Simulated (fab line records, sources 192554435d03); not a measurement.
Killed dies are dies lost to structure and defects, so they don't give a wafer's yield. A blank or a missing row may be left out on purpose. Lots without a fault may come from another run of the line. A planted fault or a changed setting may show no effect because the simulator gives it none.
fab line records | flow n5_finfet
record lots=8 wafers=20 last_day=18
route steps=1938 shown BEOL_M4@1024 PASSIVATION@1936
lots that met no fault: from a run of the same line without faults
start_h: hours from the record's first day to the start of the lot's first wafer shown | wait_h: hours since the lot's step before | " the same as in the row above | L1.1+2: a row that stands for several wafers | - no value, or no start given | * or withheld: withheld | < > ~ a bound
route shown NAME@n: a module of which the file shows steps, and the number in the route of the first | usual: mean/standard deviation of fault-free wafers | same: alike in all rows | chamber/n: place in a boat | sites: the reading at each site | _std_site: their standard deviation | _edge_site: outer sites' mean less inner sites' | radius_mm: how far each site lies from the wafer's centre | mask NAME#n: copy n | behind: the tool/chamber that last shaped the wafer | hold: why the lot was held/for how many hours/how that ended | device: the transistor (n, p or np) that didn't switch | end of line: the same wafers' tests at the end of the route | a step without rows: its recipe alone | killed: dies lost to structure and defects at the first sort, not the wafer's yield | map: a wafer's dies, x killed, . not, _ none there
set.NAME: the setting as run; set.NAME@STEP: as run at that earlier step | model.NAME: the simulator's own value behind a step, which no gauge read
steps of the route over a sample of lots; a table a step, a row a wafer
services: from which hour (start_h, from the record's first day; less than 0 if before it) a tool's chamber was out of use, for how many hours, and why
## steps
# step N5_BEOL_M4_HM_DEP_02
# recipe material=TiN target_thk_a=200 temp_c=25 chamber_pressure_pa=0.49996
# usual throttle_valve_pct=29.7/0.89
# columns lot.wafer tool chamber start_h wait_h throttle_valve_pct
L385.5 pvd_sputter-01 - 172.73 1.5 30.2
L385.6 " - " " 29.0
L384.3 pvd_sputter-03 - 176.90 1.8 30.8
L384.4 " - " " 30.2
L384.5 " - " " 29.3
L393.1 pvd_sputter-01 - 225.14 3.7 30.2
L393.2 " - " " 28.9
L394.3 pvd_sputter-02 - 237.49 0.5 29.0
L394.4 " - " " 30.7
L394.6 " - " " 30.6
L395.2 pvd_sputter-01 - 246.51 0.7 29.5
L395.4 " - " " 28.9
L397.4 pvd_sputter-02 - 250.54 0.1 28.3
L397.5 " - " " 27.8
L399.1 pvd_sputter-02 - 263.10 1.9 31.0
L399.5 " - " " 30.8
L399.6 " - " " 28.8
L405.2 pvd_sputter-03 - 322.21 0.5 30.8
L405.5 " - " " 29.4
L405.6 " - " " 30.8
# step N5_BEOL_M4_ETCH_74
# recipe chemistry=N2/H2 target=underlayer target_depth_a=65 mask_material=CAR-EUV time_s=5.2 ion_energy_ev=200 pressure_mtorr=30 source_w=840 bias_w=150 n2_flow_sccm=200 h2_flow_sccm=200 ends=cleared
# usual drypump_motor_current_A=5.5/0.43 etch_rf_on_time_s=5.25/0.25 oes_product_au=0.69/0.061 rf_vpp_V=525.5/2.5 showerhead_plenum_p_Torr=2.61/0.08 throttle_valve_pct=17.89/0.29
# columns lot.wafer tool chamber start_h wait_h drypump_motor_current_A etch_rf_on_time_s oes_product_au rf_hours_counter_h rf_vpp_V showerhead_plenum_p_Torr throttle_valve_pct
L385.5 rie_diel-05 0 173.61 0.0 5.4 4.87 0.77 - 524.1 2.46 17.89
L385.6 " 3 " " 5.1 5.23 0.71 - 524.3 2.60 18.19
L384.3 rie_diel-02 2 177.59 0.0 6.3 5.29 0.70 52 527.7 2.66 17.53
L384.4 " 1 " " 5.0 5.68 0.65 - 529.5 2.69 17.89
L384.5 " 3 " " 5.2 4.95 0.66 - 525.7 2.57 18.02
L393.1 rie_diel-01 1 225.98 0.0 5.8 5.36 0.71 46 529.3 2.71 18.20
L393.2 " 3 " " 5.7 5.34 0.63 137 524.2 2.54 18.23
L394.3 rie_diel-05 0 238.45 0.0 5.4 4.79 0.74 76 523.2 2.45 17.96
L394.4 " 1 " " 5.6 5.06 0.64 159 527.6 2.62 17.28
L394.6 " 3 " " 5.1 5.16 0.69 - 523.4 2.59 18.25
L395.2 rie_diel-01 1 247.06 0.0 5.7 5.34 0.70 53 527.0 2.70 18.21
L395.4 " 3 " " 5.7 5.31 0.64 145 521.2 2.54 18.25
L397.4 rie_diel-02 1 251.22 0.0 5.0 5.68 0.63 122 526.3 2.68 17.93
L397.5 " 0 " " 4.9 5.16 0.63 - 525.6 2.55 17.97
L399.1 rie_diel-01 0 264.15 0.0 6.0 5.10 0.81 14 528.2 2.72 17.73
L399.5 " 1 " " 5.7 5.42 0.68 - 528.0 2.70 18.22
L399.6 " 0 " " 6.1 5.05 0.81 - 529.2 2.72 17.70
L405.2 rie_diel-05 0 322.77 0.0 5.4 4.85 0.71 103 518.9 2.44 17.99
L405.5 " 1 " " 5.6 5.11 0.63 - 527.6 2.61 17.34
L405.6 " 0 " " 5.4 4.88 0.73 - 521.4 2.44 17.97
# step N5_BEOL_M4_CD_MEAS_18
# recipe pitch_nm=36 target_cd_nm=18
# usual cd_nm=18.1/0.41
# columns lot.wafer tool chamber start_h wait_h cd_nm
L385.5 cd_sem-02 - 174.09 0.0 18.5
L385.6 " - " " 18.3
L384.3 cd_sem-01 - 178.04 0.1 18.8
L384.4 " - " " 18.1
L384.5 " - " " 18.1
L393.1 cd_sem-02 - 226.38 0.0 17.6
L393.2 " - " " 18.8
L394.3 cd_sem-01 - 238.87 0.1 18.1
L394.4 " - " " 18.0
L394.6 " - " " 18.0
L395.2 cd_sem-03 - 247.46 0.1 17.7
L395.4 " - " " 18.4
L397.4 cd_sem-03 - 251.62 0.1 18.2
L397.5 " - " " 17.4
L399.1 cd_sem-01 - 264.56 0.1 17.9
L399.5 " - " " 17.6
L399.6 " - " " 18.4
L405.2 cd_sem-03 - 323.38 0.1 18.2
L405.5 " - " " 17.8
L405.6 " - " " 18.0
# step N5_BEOL_M4_ALD_98
# recipe material=SiO2 target_thk_a=25 temp_c=100 ald_precursor_family=BDEAS ald_co_reactant=O2-plasma pulse_time_s=1 co_reactant_pulse_time_s=1 purge_time_s=2 co_reactant_purge_time_s=2 ald_cycles=17 pressure_torr=2
# usual heater_power_w=76/6.7 precursor_pulse_height_rel=1.000/0.021
# columns lot.wafer tool chamber start_h wait_h heater_power_w precursor_pulse_height_rel
L385.5 ald_sin-04 3 174.88 0.1 90 1.011
L385.6 " 0 " " 68 0.995
L384.3 ald_sin-04 1 178.92 0.2 73 1.004
L384.4 " 2 " " 84 1.002
L384.5 " 1 " " 71 1.015
L393.1 ald_sin-02 0 228.26 1.2 75 0.975
L393.2 " 3 " " 71 1.055
L394.3 ald_sin-02 1 239.59 0.1 73 0.995
L394.4 " 3 " " 70 0.968
L394.6 " 0 " " 75 0.971
L395.2 ald_sin-01 2 248.21 0.2 76 0.994
L395.4 " 1 " " 85 1.014
L397.4 ald_sin-01 2 252.69 0.4 76 0.985
L397.5 " 1 " " 82 1.002
L399.1 ald_sin-04 3 265.40 0.2 89 0.964
L399.5 " 1 " " 76 1.030
L399.6 " 0 " " 67 0.976
L405.2 ald_sin-04 3 324.41 0.1 90 0.992
L405.5 " 0 " " 68 1.001
L405.6 " 1 " " 74 0.960
# step N5_BEOL_M4_ETCHBACK_99
# recipe chemistry=CHF3 target=SiO2 target_depth_a=50 time_s=10.4 source_w=215 bias_w=47 Ar_flow_sccm=200 CHF3_flow_sccm=12 ion_energy_ev=100 pressure_mtorr=30
# usual drypump_motor_current_A=5.5/0.42 oes_product_au=0.79/0.066 rf_vpp_V=244/4.8 showerhead_plenum_p_Torr=2.19/0.077 throttle_valve_pct=17.07/0.25
# columns lot.wafer tool chamber start_h wait_h drypump_motor_current_A oes_product_au rf_hours_counter_h rf_vpp_V showerhead_plenum_p_Torr throttle_valve_pct
L385.5 rie_diel-05 0 176.53 1.6 5.4 0.88 - 238 2.10 17.14
L385.6 " 3 " " 5.1 0.84 - 246 2.16 17.05
L384.3 rie_diel-02 1 180.83 1.9 5.0 0.79 - 240 2.29 17.11
L384.4 " 2 " " 6.4 0.85 - 239 2.30 17.12
L384.5 " 1 " " 5.0 0.78 - 243 2.29 17.13
L393.1 rie_diel-05 2 233.23 4.9 5.2 0.96 6 242 2.19 16.61
L393.2 " 1 " " 5.6 0.75 157 251 2.25 16.75
L394.3 rie_diel-05 3 241.30 1.7 5.1 0.81 105 247 2.16 17.09
L394.4 " 2 " " 5.1 0.96 9 244 2.19 16.62
L394.6 " 0 " " 5.4 0.86 - 237 2.09 17.18
L395.2 rie_diel-02 0 249.15 0.9 4.9 0.74 174 248 2.12 16.89
L395.4 " 2 " " 6.3 0.82 76 237 2.29 17.15
L397.4 rie_diel-05 1 255.75 3.0 5.6 0.74 165 250 2.24 16.78
L397.5 " 1 " " 5.6 0.75 - 251 2.24 16.78
L399.1 rie_diel-02 1 277.42 12.0 5.0 0.75 130 242 2.27 17.16
L399.5 " 0 " " 4.9 0.28 - 249 2.11 16.87
L399.6 " 1 " " 5.0 0.76 - 242 2.27 17.18
L405.2 rie_diel-05 0 325.37 0.9 5.4 0.82 104 237 2.08 17.23
L405.5 " 0 " " 5.4 0.82 - 236 2.08 17.21
L405.6 " 1 " " 5.6 0.73 - 252 2.24 16.83
# step N5_BEOL_M4_VIA_ETCH_34
# recipe chemistry=C4F6/O2 target_depth_a=694 mask_material=SOC pressure_mtorr=15 ion_energy_ev=250 taper_deg=4 time_s=65.9 source_w=350 bias_w=170 Ar_flow_sccm=300 C4F6_flow_sccm=10 O2_flow_sccm=10
# usual drypump_motor_current_A=5.5/0.42 oes_product_au=0.80/0.066 rf_vpp_V=674/13 showerhead_plenum_p_Torr=2.89/0.098 throttle_valve_pct=30.8/0.35
# columns lot.wafer tool chamber start_h wait_h drypump_motor_current_A oes_product_au rf_hours_counter_h rf_vpp_V showerhead_plenum_p_Torr throttle_valve_pct
L385.5 rie_diel-05 0 176.68 0.0 5.4 0.90 - 656 2.78 31.1
L385.6 " 3 " " 5.1 0.85 - 683 2.86 30.7
L384.3 rie_diel-02 1 181.05 0.0 5.0 0.79 - 669 3.01 31.1
L384.4 " 2 " " 6.3 0.85 - 656 3.03 31.0
L384.5 " 1 " " 5.0 0.79 - 667 3.01 31.1
L393.1 rie_diel-05 2 233.37 0.0 5.1 0.95 6 669 2.89 30.3
L393.2 " 1 " " 5.6 0.74 157 693 2.96 30.2
L394.3 rie_diel-05 3 241.44 0.0 5.1 0.81 105 681 2.85 30.8
L394.4 " 2 " " 5.2 0.95 9 671 2.89 30.3
L394.6 " 0 " " 5.4 0.87 - 654 2.76 31.1
L395.2 rie_diel-02 0 249.29 0.0 4.9 0.74 175 687 2.80 30.5
L395.4 " 2 " " 6.4 0.81 76 656 3.02 31.0
L397.4 rie_diel-05 1 255.90 0.0 5.6 0.75 165 694 2.96 30.2
L397.5 " 1 " " 5.6 0.75 - 692 2.96 30.2
L399.1 rie_diel-02 1 277.56 0.0 5.0 0.75 130 669 3.00 31.1
L399.5 " 0 " " 4.9 0.27 - 686 2.80 30.4
L399.6 " 1 " " 5.0 0.75 - 669 3.00 31.1
L405.2 rie_diel-05 0 325.51 0.0 5.4 0.83 104 656 2.75 31.2
L405.5 " 0 " " 5.4 0.82 - 655 2.75 31.1
L405.6 " 1 " " 5.6 0.72 - 691 2.95 30.2
# step N5_BEOL_M4_OCD_MEAS_38
# usual trench_depth_nm=55.2/1.4
# columns lot.wafer tool chamber start_h wait_h trench_depth_nm
L385.5 ocd-01 - 176.92 - 57.5
L385.6 " - " " 56.5
L384.3 ocd-02 - 181.40 - 53.1
L384.4 " - " " 54.5
L384.5 " - " " 52.6
L393.1 ocd-02 - 233.62 - 55.8
L393.2 " - " " 56.2
L394.3 ocd-02 - 241.70 - 55.7
L394.4 " - " " 55.1
L394.6 " - " " 57.1
L395.2 ocd-02 - 249.56 - 55.9
L395.4 " - " " 54.5
L397.4 ocd-02 - 256.16 - 55.9
L397.5 " - " " 56.6
L399.1 ocd-01 - 277.82 - 53.4
L399.5 " - " " -
L399.6 " - " " 53.4
L405.2 ocd-02 - 325.77 - 56.9
L405.5 " - " " 56.5
L405.6 " - " " 55.7
# step N5_BEOL_M4_CD_MEAS_35
# recipe target_cd_nm=18 target_cd_y_nm=22.4 polarity=opening
# usual cd_nm=18.1/0.42
# columns lot.wafer tool chamber start_h wait_h cd_nm
L385.5 cd_sem-02 - 177.07 0.0 18.2
L385.6 " - " " 17.9
L384.3 cd_sem-03 - 181.55 0.0 18.6
L384.4 " - " " 18.3
L384.5 " - " " 17.9
L393.1 cd_sem-02 - 233.77 0.0 18.0
L393.2 " - " " 18.8
L394.3 cd_sem-01 - 241.85 0.0 17.9
L394.4 " - " " 18.2
L394.6 " - " " 17.7
L395.2 cd_sem-02 - 249.71 0.0 17.5
L395.4 " - " " 18.1
L397.4 cd_sem-01 - 256.31 0.0 18.2
L397.5 " - " " 17.5
L399.1 cd_sem-02 - 277.98 0.0 18.1
L399.5 " - " " -
L399.6 " - " " 18.0
L405.2 cd_sem-03 - 325.92 0.0 18.0
L405.5 " - " " 18.1
L405.6 " - " " 17.8
# step N5_BEOL_M4_RC_MEAS_101
# usual DIBL_N=37.4/2.1 DIBL_P=37.8/2.5 IOFF_N=0.19/0.045 IOFF_P=0.24/0.05 ION_N=682/16 ION_P=467/11 SS_N=71.9/0.67 SS_P=73.6/0.76 VT_N=247/3.6 VT_P=-248/3.6
# columns lot.wafer tool chamber start_h wait_h DIBL_N[mV/V] DIBL_P[mV/V] IOFF_N[nA/um] IOFF_P[nA/um] ION_N[uA/um] ION_P[uA/um] SS_N[mV/dec] SS_P[mV/dec] VT_N[mV] VT_P[mV]
L385.5 prober-01 0 181.68 0.6 35.5 36.7 0.14 0.21 666 463 71.5 73.2 252 -252
L385.6 " 0 " " 37.0 36.9 0.16 0.22 669 458 71.8 73.8 249 -249
L384.3 prober-02 0 185.35 0.3 35.1 34.3 0.15 0.19 694 475 71.3 72.7 249 -252
L384.4 " 0 " " 37.9 36.8 0.19 0.22 690 465 72.0 73.8 244 -249
L384.5 " 0 " " 36.0 33.6 0.14 0.18 650 447 72.1 73.1 253 -252
L393.1 prober-01 0 237.62 0.0 39.5 38.9 0.24 0.29 695 475 72.4 74.2 243 -245
L393.2 " 0 " " 35.7 35.8 0.16 0.22 697 478 71.2 72.9 247 -246
L394.3 prober-01 0 245.91 0.3 41.3 43.0 0.24 0.33 676 463 72.7 74.0 245 -246
L394.4 " 0 " " 40.2 42.4 0.24 0.32 695 479 72.9 74.7 245 -247
L394.6 " 0 " " 39.6 40.5 0.23 0.28 713 481 72.3 74.7 245 -246
L395.2 prober-02 0 254.80 1.0 34.6 33.4 0.14 0.15 664 440 71.1 73.0 254 -256
L395.4 " 0 " " 39.8 42.2 0.24 0.29 681 457 71.7 74.8 244 -248
L397.4 prober-01 0 261.76 0.5 40.4 40.0 0.24 0.29 675 460 72.8 74.3 248 -247
L397.5 " 0 " " 39.0 38.3 0.19 0.26 662 456 73.4 74.4 250 -251
L399.1 prober-01 0 283.37 0.0 40.4 43.3 0.25 0.38 675 465 72.9 75.2 243 -243
L399.6 " 0 " " 40.2 42.0 0.26 0.35 710 484 71.9 74.2 241 -239
L405.2 prober-02 0 330.09 0.2 32.9 33.6 0.11 0.19 677 477 70.8 72.6 253 -247
L405.5 " 0 " " 37.6 38.6 0.20 0.29 699 483 72.1 74.1 245 -245
L405.6 " 0 " " 31.9 32.6 0.10 0.18 665 468 71.5 72.6 257 -248
# step N5_PASSIVATION_PROBE_49
# usual defect_limited_yield=90.9/1.6 killed_at_M0_to_M3=34/10 killed_at_M4_up=13/5.4 killed_at_contacts=13/6 killed_at_front_end=42/13 killed_at_other=4/3.2 killed_dies=107/18 killed_on_rim=14/4.2 killed_open=69/14 killed_short=35/7.7 sort_bin_4_leakage=0.02/0.17 sort_bin_5_function=5.3/1 sort_bin_6_memory=3.3/0.75 sort_n_pass=1073/19 sort_yield_pct=90.9/1.6
# same gross_dies=1180 killed_at_back_side=0 sort_bin_8_speed[%]=0
# columns lot.wafer tool chamber start_h wait_h defect_limited_yield[%] killed_at_M0_to_M3 killed_at_M4_up killed_at_contacts killed_at_front_end killed_at_other killed_dies killed_on_rim killed_open killed_short sort_bin_4_leakage[%] sort_bin_5_function[%] sort_bin_6_memory[%] sort_n_pass sort_yield_pct[%]
L397.4 prober-02 - 357.22 0.2 92.8 28 20 3 30 4 85 13 51 31 0 3.7 2.7 1095 92.8
L397.5 prober-02 - 357.27 0.2 93.1 24 23 6 23 6 82 10 61 20 0 4.2 2.6 1098 93.1
L399.1 prober-01 - 388.60 0.0 90.3 35 16 17 45 2 115 19 70 39 0.08 5.4 3.8 1064 90.2
L399.5 prober-01 - 388.80 0.2 0 62 1065 17 27 9 1180 152 88 40 0 95.3 4.4 0 0
L399.6 prober-01 - 388.85 0.3 90.0 62 10 7 36 3 118 19 72 42 0 6.4 3.1 1062 90.0
# killed by level:class
L397.4 BEOL_M4:geometric_particle:open=7 BEOL_M0_SAQP:geometric_particle:short=6 BEOL_M0_SAQP:geometric_particle:open=5 BEOL_M3:geometric_particle:open=5 BEOL_M5:geometric_particle:open=5 DUMMY_GATE:geometric_particle:open=4 ILD0:geometric_particle:short=4 GATE_CUT:geometric_particle:short=4
L397.5 BEOL_M2:geometric_particle:open=8 BEOL_M5:geometric_particle:open=6 STI_FIN_REVEAL:geometric_particle:open=6 FIN_SAQP:geometric_particle:short=5 MOL_CONTACT_COAG:geometric_particle:open=5 BEOL_M8:geometric_particle:open=5 BEOL_M1:geometric_particle:open=4 BEOL_M4:geometric_particle:open=4
L399.1 MOL_CONTACT_COAG:geometric_particle:open=14 BEOL_M0_SAQP:geometric_particle:short=12 FIN_SAQP:geometric_particle:open=11 BEOL_M4:geometric_particle:open=9 FIN_SAQP:geometric_particle:short=8 DUMMY_GATE:geometric_particle:open=5 STARTING-WAFER:geometric_particle:short=5 BEOL_M1:geometric_particle:open=5
L399.5 BEOL_M4:area_open=1051 BEOL_M0_SAQP:geometric_particle:open=22 BEOL_M0_SAQP:geometric_particle:short=20 MOL_CONTACT_COAG:geometric_particle:open=14 BEOL_M4:geometric_particle:open=11 BEOL_M1:geometric_particle:open=9 STI_FIN_REVEAL:geometric_particle:open=6 BEOL_M2:geometric_particle:open=5
L399.6 BEOL_M0_SAQP:geometric_particle:open=23 BEOL_M0_SAQP:geometric_particle:short=14 FIN_SAQP:geometric_particle:open=8 GATE_CUT:geometric_particle:short=7 MOL_CONTACT_COAG:geometric_particle:open=7 BEOL_M3:geometric_particle:open=7 BEOL_M1:geometric_particle:open=6 BEOL_M4:geometric_particle:open=6
## services
# columns tool chamber start_h hours kind
rie_diel-02 - 154.74 14.6 pm
rie_diel-05 2 159.38 5.2 repair
ald_sin-01 - 163.46 6.0 pm
rie_diel-02 1 170.92 3.2 repair
rie_diel-05 2 185.33 - clean
ald_sin-01 2 186.19 5.7 repair
rie_diel-02 - 201.05 2.8 pm
ald_sin-04 - 214.41 2.8 pm
ald_sin-04 2 229.00 3.1 repair
ald_sin-04 0 229.66 8.0 repair
ald_sin-02 2 231.91 6.0 repair
ald_sin-01 0 248.39 4.8 repair
ald_sin-01 2 264.31 17.2 repair
rie_diel-05 3 264.39 4.8 repair
ald_sin-02 - 268.35 14.0 pm
rie_diel-05 - 272.79 2.8 pm
ald_sin-01 3 276.83 10.1 repair
ald_sin-02 2 286.60 42.1 repair
rie_diel-01 1 293.56 7.0 repair
rie_diel-05 0 301.41 5.1 repair
ald_sin-02 0 304.58 5.4 repair
pvd_sputter-02 - 305.99 6.3 repair
ald_sin-01 2 308.81 6.9 repair
rie_diel-02 2 322.94 2.0 repair
## key
first_sign step=N5_BEOL_M4_ETCHBACK_99 reading=oes_product_au direction=down sigmas=7.8 usual=0.79 struck=0.28
effect step=N5_BEOL_M4_VIA_ETCH_34 reading=oes_product_au direction=down sigmas=7.8 usual=0.80 struck=0.27
effect step=N5_BEOL_M4_OCD_MEAS_38 reading=trench_depth_nm direction=missing
effect step=N5_BEOL_M4_CD_MEAS_35 reading=cd_nm direction=missing
effect step=N5_PASSIVATION_PROBE_49 reading=killed_at_M4_up direction=up sigmas=99+ usual=13 struck=1065
more_kills_born_at N5_BEOL_M4_HM_OPEN_17@rie_metal-03=1051
met_at N5_BEOL_M4_HM_DEP_02
struck_lots L399
struck_wafers L399.5
later_rows_left_out L399.5
not_acting_at N5_BEOL_M4_ETCH_74,N5_BEOL_M4_CD_MEAS_18,N5_BEOL_M4_ALD_98
onset_between 250.54 263.10
fault kind=process_parameter_drift tool=pvd_sputter-02 chamber=- onset_h=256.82 steps=N5_BEOL_M4_HM_DEP_02 channel=target_thk_a offset=* shape=step end_h=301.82 scope=struck_wafers_only acts_in=* stated=*
# later_rows_left_out: the simulator's readings of these wafers behind a module that went badly wrong aren't trusted and aren't shown, but for the sort
